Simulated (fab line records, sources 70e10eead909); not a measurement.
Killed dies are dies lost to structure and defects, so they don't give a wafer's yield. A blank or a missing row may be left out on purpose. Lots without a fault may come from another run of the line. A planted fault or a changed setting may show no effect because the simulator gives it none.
Chamber matching | flow nand_harc | NHARC_A_M0_STRIP_18 on rie_diel-03: 4 sister chambers
The step strips in N2/H2. 14 wafers are shown with their chamber, then 7 later ones without.

WAFERS WITH THEIR CHAMBER
wafer  | chamber | showerhead_plenum_p_Torr (Torr) | drypump_motor_current_A (A) | rf_vpp_V (V)
L076.1 | 1       | 2.18                            | 6.3                         | 91.1
L076.2 | 2       | 1.90                            | 5.7                         | 88.2
L076.3 | 0       | 2.02                            | 6.0                         | 90.4
L077.2 | 1       | 2.18                            | 6.3                         | 92.2
L077.3 | 0       | 2.03                            | 6.0                         | 89.4
L077.6 | 0       | 2.02                            | 6.0                         | 89.2
L080.3 | 3       | 2.11                            | 5.0                         | 92.0
L080.5 | 2       | 1.90                            | 5.7                         | 89.3
L080.6 | 1       | 2.18                            | 6.3                         | 91.0
L081.1 | 3       | 2.11                            | 5.0                         | 90.7
L081.3 | 0       | 2.02                            | 6.0                         | 89.1
L081.4 | 2       | 1.90                            | 5.7                         | 90.7
L090.1 | 3       | 2.11                            | 4.9                         | 90.3
L090.2 | 1       | 2.17                            | 6.3                         | 91.5

SIGNATURES (means of the wafers above)
reading                  | chamber 0 | chamber 1 | chamber 2 | chamber 3 | scatter within a chamber
showerhead_plenum_p_Torr | 2.0225    | 2.1775    | 1.9000    | 2.1100    | 0.00387
drypump_motor_current_A  | 6.000     | 6.300     | 5.700     | 4.967     | 0.0258
rf_vpp_V                 | 89.525    | 91.450    | 89.400    | 91.000    | 0.817
Rule: a wafer's distance from a chamber is the root of the sum, over the readings, of the square of ((its reading less the chamber's mean) divided by the reading's scatter). The wafer belongs to the nearest chamber; if the next one is less than 2 further off, it can't be placed. The scatter: the root of (the sum of the squares of (reading less its chamber's mean) over the shown wafers, divided by (wafers less chambers)).

WAFERS WITHOUT THEIR CHAMBER
wafer  | showerhead_plenum_p_Torr (Torr) | drypump_motor_current_A (A) | rf_vpp_V (V)
L090.3 | 1.90                            | 5.7                         | 90.2
L087.1 | 1.90                            | 5.7                         | 89.4
L087.2 | 2.11                            | 5.0                         | 92.0
L087.3 | 2.11                            | 5.0                         | 89.1
L094.1 | 1.90                            | 5.7                         | 89.2
L094.3 | 2.17                            | 6.3                         | 91.8
L094.4 | 2.02                            | 6.0                         | 90.1

WHICH CHAMBER EACH WENT THROUGH
wafer  | from the rows above | in truth
L090.3 | 2                   | 2
L087.1 | 2                   | 2
L087.2 | 3                   | 3
L087.3 | 3                   | 3
L094.1 | 2                   | 2
L094.3 | 1                   | 1
L094.4 | 0                   | 0
Placed correctly: 7 of 7. Can't be placed from these rows: 0. Placed wrongly: 0.
